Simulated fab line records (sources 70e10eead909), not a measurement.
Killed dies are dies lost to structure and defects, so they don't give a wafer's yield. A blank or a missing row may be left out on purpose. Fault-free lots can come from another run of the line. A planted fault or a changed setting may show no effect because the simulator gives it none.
Struck lot and sound lot, side by side    flow nand-harc    15 out of 1302 route steps
Sound: wafers L366.2, L366.3, L366.4. Wafers L373.3, L373.4, L373.6 were the ones struck. At the end, the cause is stated.
Per side, at each step with rows, come the tool, then ch with its chambers, and then its first start. Under that, the readings that differ: sound wafers    struck wafers    difference of the means    sigmas: that difference in standard deviations of wafers without a fault.
alike: readings whose means differ by less than 2 such deviations, and words and numbers that are the same on both sides. not compared: withheld readings, readings that some wafer has no value for, bounds like >300 that may hide the same value, and numbers for which the record gives no deviation and whose values overlap.
Wherever a step has rows on one side only, a row that says differs or no value, or a row with sigmas, the two part there. When numbers do not overlap yet have no deviation, they are printed without sigmas and do not part them. A reading that every wafer of one side lacks parts them only if that side has two wafers or more.

first, 1 step without rows for these wafers: NHARC_A_CHANNEL_HOLE_D1_ETCH_44 (etches the open film in CF4/O2, target depth 140 nm, overetch 14 nm, time 77 s).
NHARC_A_CHANNEL_HOLE_D1_STRIP_27: strips in O2.
  sound on rie-diel-09 ch 1,2,3; struck on rie-diel-09 ch 1,2
  alike: drypump-motor-current-A, oes-product-au, rf-vpp-V, showerhead-plenum-p-Torr, throttle-valve-pct
  not compared: rf-hours-counter-h
then, 2 steps without rows for these wafers: NHARC_A_CHANNEL_HOLE_D1_PRECLEAN_28 (cleans in SC1); NHARC_A_CHANNEL_HOLE_D1_SRD_29.
NHARC_A_CHANNEL_HOLE_D1_CD_MEAS_30:
  sound on cd-sem-01, day 9 01:49; struck on cd-sem-02, day 11 23:16
  alike: cd-nm
NHARC_A_CHANNEL_HOLE_D1_XSEM_31:
  sound on xsem-02 ch 0, day 9 01:54; struck on xsem-01 ch 0, day 11 23:21
reading             sound           struck          difference  sigmas
bow-nm (nm)         9.39 9.17 9.28  8.40 8.42 8.48  -0.85       -3
tilt-deg (degrees)  0.09 0.09 0.09  0.00 0.00 0.00  -0.09       -2
  alike: bot-cd-nm
NHARC_A_CHANNEL_HOLE_D1_INSPECT_40:
  sound on defect-inspect-01, day 9 02:00; struck on defect-inspect-01, day 11 23:26
  alike: raw-defect-count
then, 2 steps without rows for these wafers: NHARC_A_CHANNEL_FILL_D1_PRECLEAN_00 (cleans in SC1); NHARC_A_CHANNEL_FILL_D1_SRD_01.
NHARC_A_CHANNEL_FILL_D1_ALD_02: deposits SiO2, target thk 6 nm, pulse time 10 s, ald cycles 60.
  sound on ald-hk-02 ch 0,2,3, day 9 02:11; struck on ald-hk-01 ch 0,3, day 11 23:43
  alike: ald-cycles, heater-power-w, precursor-pulse-height-rel
NHARC_A_CHANNEL_FILL_D1_ALD_03: deposits SiNx, target thk 6 nm, pulse time 60 s, ald cycles 58.
  sound on ald-sin-batch-01 ch 0; struck on ald-sin-batch-03 ch 0
  alike: ald-cycles, precursor-pulse-height-rel
then, 1 step without rows for these wafers: NHARC_A_CHANNEL_FILL_D1_ALD_14 (deposits SiO2, target thk 2.5 nm, pulse time 10 s, ald cycles 25).
NHARC_A_CHANNEL_FILL_D1_ALD_15: deposits SiNx, target thk 2 nm, pulse time 60 s, ald cycles 19.
  sound on ald-sin-batch-02 ch 0, day 9 15:11; struck on ald-sin-batch-01 ch 0, day 12 09:48
reading     sound     struck    difference  sigmas
ald-cycles  19 19 19  22 22 22  +3          
  alike: precursor-pulse-height-rel
NHARC_A_CHANNEL_FILL_D1_ALD_16: deposits SiO2, target thk 1.5 nm, pulse time 10 s, ald cycles 15.
  sound on ald-hk-03 ch 0,2,3, day 9 17:17; struck on ald-hk-02 ch 1,2,3, day 12 11:52
  alike: ald-cycles, heater-power-w, precursor-pulse-height-rel
-- break in the record here, with 14 days between the starts of the struck wafers on either side (left off in module A_CHANNEL_FILL_D1, picked up again in module END, where the first step shown is number 1302 on the route) --
NHARC_END_SORT_01:
  sound on prober-02 ch 0, day 25 16:05; struck on prober-02 ch 0, day 26 23:09
  alike: killed-at-array, killed-at-other, killed-at-periphery, killed-dies, killed-open, killed-short

WHERE THEY PART
At NHARC_A_CHANNEL_HOLE_D1_XSEM_31 and nowhere else, as far as this record goes. Later steps at which nothing parts them and some readings are alike: NHARC_A_CHANNEL_HOLE_D1_INSPECT_40, NHARC_A_CHANNEL_FILL_D1_ALD_02, NHARC_A_CHANNEL_FILL_D1_ALD_03, NHARC_A_CHANNEL_FILL_D1_ALD_15, NHARC_A_CHANNEL_FILL_D1_ALD_16, NHARC_END_SORT_01.

WHY: what the simulator had put in
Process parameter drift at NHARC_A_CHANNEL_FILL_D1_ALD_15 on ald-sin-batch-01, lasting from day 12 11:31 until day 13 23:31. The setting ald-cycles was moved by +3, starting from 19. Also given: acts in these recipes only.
